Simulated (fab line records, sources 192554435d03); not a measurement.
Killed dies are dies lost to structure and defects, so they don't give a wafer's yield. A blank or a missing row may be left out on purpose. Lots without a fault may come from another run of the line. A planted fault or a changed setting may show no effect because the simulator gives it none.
One fault seen from 2 desks | flow n5_finfet | each desk has only its own numbers; what lay behind them comes last

THE TOOL OWNER'S DESK: rie_si-05
The tool's own readings at N5_DUMMY_GATE_ETCH_32 (etches SiO2 in CF4, target depth 3.5 nm, time 3.9 s): means of the sampled wafers that have a number, for each lot that ran on this tool. A lot is out of limits, marked OUT, if its mean lies more than 4 standard deviations from the usual mean; the brackets give that distance.
Columns: A = drypump_motor_current_A at N5_DUMMY_GATE_ETCH_32, usual 5.6 A; B = oes_product_au at N5_DUMMY_GATE_ETCH_32, usual 1.004 a.u.; C = throttle_valve_pct at N5_DUMMY_GATE_ETCH_32, usual 21.8 %
lot  | first seen here | A   | B                | C
L632 | day 4 04:10     | 5.6 | 1.009            | 22.1
L642 | day 6 20:06     | 5.2 | 1.128 (+7.7) OUT | 22.1
L644 | day 7 06:15     | 5.2 | 1.148 (+9.0) OUT | 22.1
L645 | day 7 10:37     | 5.8 | 1.125 (+7.6) OUT | 22.3
This desk's finding: out of limits on L642, L644, L645; first on L642, day 6 20:06 (oes_product_au at N5_DUMMY_GATE_ETCH_32). In limits: L632.

THE METROLOGY DESK
What the gauges read, lot by lot, whatever tool the lot ran on: means of the sampled wafers that have a number. A lot is out of limits, marked OUT, if its mean lies more than 4 standard deviations from the usual mean; the brackets give that distance. Of its 12 readings 7 are shown: those that lie furthest out on some lot.
Columns: A = cd_nm at N5_DUMMY_GATE_CD_MEAS_50, usual 14.0 nm; B = DIBL_N at N5_BEOL_M4_RC_MEAS_101, usual 36.3 mV/V; C = DIBL_P at N5_BEOL_M4_RC_MEAS_101, usual 36.0 mV/V; D = IOFF_N at N5_BEOL_M4_RC_MEAS_101, usual 0.16 nA/um; E = IOFF_P at N5_BEOL_M4_RC_MEAS_101, usual 0.21 nA/um; F = VT_N at N5_BEOL_M4_RC_MEAS_101, usual 250 mV; G = VT_P at N5_BEOL_M4_RC_MEAS_101, usual -250 mV
lot  | first seen here | A    | B    | C    | D    | E    | F   | G
L632 | day 4 03:52     | 14.4 | 34.6 | 35.5 | 0.15 | 0.23 | 250 | -247
L637 | day 5 12:07     | 14.6 | 33.6 | 33.5 | 0.12 | 0.17 | 252 | -254
L642 | day 6 19:49     | 14.1 | 34.7 | 34.0 | 0.13 | 0.16 | 253 | -256
L644 | day 7 05:58     | 14.1 | 38.8 | 36.7 | 0.18 | 0.22 | 250 | -250
L645 | day 7 10:19     | 14.3 | 39.2 | 38.2 | 0.21 | 0.25 | 246 | -245
L647 | day 7 23:29     | 13.9 | 37.0 | 38.7 | 0.17 | 0.20 | 248 | -254
L650 | day 9 01:32     | 14.4 | 36.1 | 36.4 | 0.15 | 0.21 | 252 | -251
This desk's finding: nothing out of limits on any of the 7 lots.

PUT TOGETHER
The tool owner's desk could have raised an alarm at day 6 20:06, on L642, L644, L645.
The metrology desk saw nothing out of limits.
The metrology desk has L642, L644, L645 on record, within its limits.
Of the lots named, all ran N5_DUMMY_GATE_ETCH_32 on rie_si-05.

WHAT THE SIMULATOR HAD PUT IN
Process parameter drift: rie_si-05, from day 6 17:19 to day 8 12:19, at N5_DUMMY_GATE_ETCH_32. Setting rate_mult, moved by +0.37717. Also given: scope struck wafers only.
Lots struck among those shown: L642, L644, L645.
Hours from the fault's start to each desk's first reading out of limits: the tool owner's desk, 3.
